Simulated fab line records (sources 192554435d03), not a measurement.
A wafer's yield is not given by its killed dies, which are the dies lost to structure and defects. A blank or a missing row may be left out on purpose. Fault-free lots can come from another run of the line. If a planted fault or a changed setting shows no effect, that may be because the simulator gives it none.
Split-lot study -- flow n5-finfet -- on a route of 1938 steps: 7 lots, 39 wafers read

ABOUT THE SPLIT
At N5_FIN_CUT_CUT_ETCH_15 (etches Si in HBr/Cl2/O2, target depth 100 nm, bt time 10 s, time 42.4 s), the setting target-depth-a was moved away from the recipe's 1000 angstrom on 15 of the 39 wafers read, by -7.0% to +11.6%. This setting was run at the recipe's value on the other wafers.

The reading comes from the split's own step.

THE READING
SOC_of_FIN_CUT_COAT_18.thk-nm (the simulator's own value, which no gauge read), in nm, at N5_FIN_CUT_CUT_ETCH_15 (etches Si in HBr/Cl2/O2, target depth 100 nm, bt time 10 s, time 42.4 s). There is no usual value for it anywhere in the file. The 24 wafers here that ran the recipe average 170.7 nm, standard deviation 1 nm.

wafer,"tool, chamber at the split","target-depth-a as run, angstrom",against the recipe,"SOC_of_FIN_CUT_COAT_18.thk-nm, nm",against lot-mates on the recipe
L078.1,"rie-si-01, 0",1000,recipe,170,-
L078.2,"rie-si-01, 1",1000,recipe,171.4,-
L078.3,"rie-si-01, 2",1040,+4.0%,169,-1.5
L078.4,"rie-si-01, 3",1000,recipe,170,-
L078.5,"rie-si-01, 1",1040,+4.0%,169.6,-0.9
L078.6,"rie-si-01, 2",1040,+4.0%,168.6,-1.9
L080.1,"rie-si-03, 1",929.8,-7.0%,174.2,+3.2
L080.2,"rie-si-03, 0",929.8,-7.0%,173.2,+2.2
L080.3,"rie-si-03, 2",1000,recipe,170.8,-
L080.4,"rie-si-03, 3",929.8,-7.0%,173.2,+2.2
L080.5,"rie-si-03, 2",1000,recipe,170.2,-
L080.6,"rie-si-03, 1",1000,recipe,172,-
L086.1,"rie-si-01, 2",1101,+10.1%,166.4,-3.9
L086.2,"rie-si-01, 1",1101,+10.1%,166.2,-4.1
L086.3,"rie-si-01, 3",1000,recipe,170.2,-
L086.4,"rie-si-01, 0",1101,+10.1%,167,-3.3
L086.5,"rie-si-01, 2",1000,recipe,170.6,-
L086.6,"rie-si-01, 1",1000,recipe,170.2,-
L092.1,"rie-si-01, 1",1000,recipe,172,-
L092.2,"rie-si-01, 3",1116,+11.6%,165.4,-5.3
L092.3,"rie-si-01, 0",1116,+11.6%,167,-3.7
L092.4,"rie-si-01, 1",1116,+11.6%,167,-3.7
L092.5,"rie-si-01, 0",1000,recipe,170.6,-
L092.6,"rie-si-01, 3",1000,recipe,169.6,-
L094.1,"rie-si-01, 0",1000,recipe,171.2,-
L094.2,"rie-si-01, 2",1000,recipe,170.2,-
L094.3,"rie-si-01, 1",1000,recipe,171.6,-
L094.4,"rie-si-01, 2",1000,recipe,168.8,-
L094.5,"rie-si-01, 1",1000,recipe,171.2,-
L094.6,"rie-si-01, 0",1000,recipe,170.4,-
L095.1,"rie-si-02, 2",1042,+4.2%,169,-0.8
L095.2,"rie-si-02, 1",1000,recipe,170,-
L095.3,"rie-si-02, 3",1042,+4.2%,166.6,-3.2
L095.4,"rie-si-02, 0",1042,+4.2%,168.4,-1.4
L095.5,"rie-si-02, 1",1000,recipe,169.6,-
L095.6,"rie-si-02, 2",1000,recipe,169.8,-
L096.1,"rie-si-01, 0",1000,recipe,173.4,-
L096.2,"rie-si-01, 1",1000,recipe,172.4,-
L096.3,"rie-si-01, 2",1000,recipe,171.2,-

THE FIT
A straight line over all 39 wafers: SOC_of_FIN_CUT_COAT_18.thk-nm changes by -0.401 nm for each +1% of target-depth-a; r = -0.89; the points scatter about the line by 0.97 nm.
The same after taking each lot's own level away (the mean of its wafers on the recipe; 39 wafers): -0.37 nm for each +1%; r = -0.92; scatter 0.74 nm.
On that fit, the largest move of target-depth-a shifts the reading by 4.3 nm.
From 169.80 to 172.33 nm: that is the span of the lots' own levels, equal to 2.5 times the standard deviation above.
So the lot-to-lot level changes the slope little: the two slopes agree.
Check: -4.15 nm against its lot-mates is what the line predicts for one of the wafers moved furthest among these (+11.6%) when that wafer is left out of the fit. It came out at -5.33 nm against them.

THE WHOLE CHAIN: every reading that the file lists as answering this split, in the file's order
step,what it does,reading,change (the file's fit),r (the file's)
N5_FIN_CUT_CUT_ETCH_15,"etches Si in HBr/Cl2/O2, target depth 100 nm, bt time 10 s, time 42.4 s","etch.depth-nm (the simulator's own value, which no gauge read)",+0.994 nm for each +1% of the setting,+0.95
N5_FIN_CUT_CUT_ETCH_15,"etches Si in HBr/Cl2/O2, target depth 100 nm, bt time 10 s, time 42.4 s","FIN_CUT.feature-depth-nm (the simulator's own value, which no gauge read)",+0.991 nm for each +1% of the setting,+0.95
N5_FIN_CUT_CUT_ETCH_15,"etches Si in HBr/Cl2/O2, target depth 100 nm, bt time 10 s, time 42.4 s","SOC_of_FIN_CUT_COAT_18.thk-nm (the simulator's own value, which no gauge read)",-0.372 nm for each +1% of the setting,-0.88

THE FILE'S OWN FIT
SOC_of_FIN_CUT_COAT_18.thk-nm changes by -0.372 nm for each +1% of target-depth-a, r = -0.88.
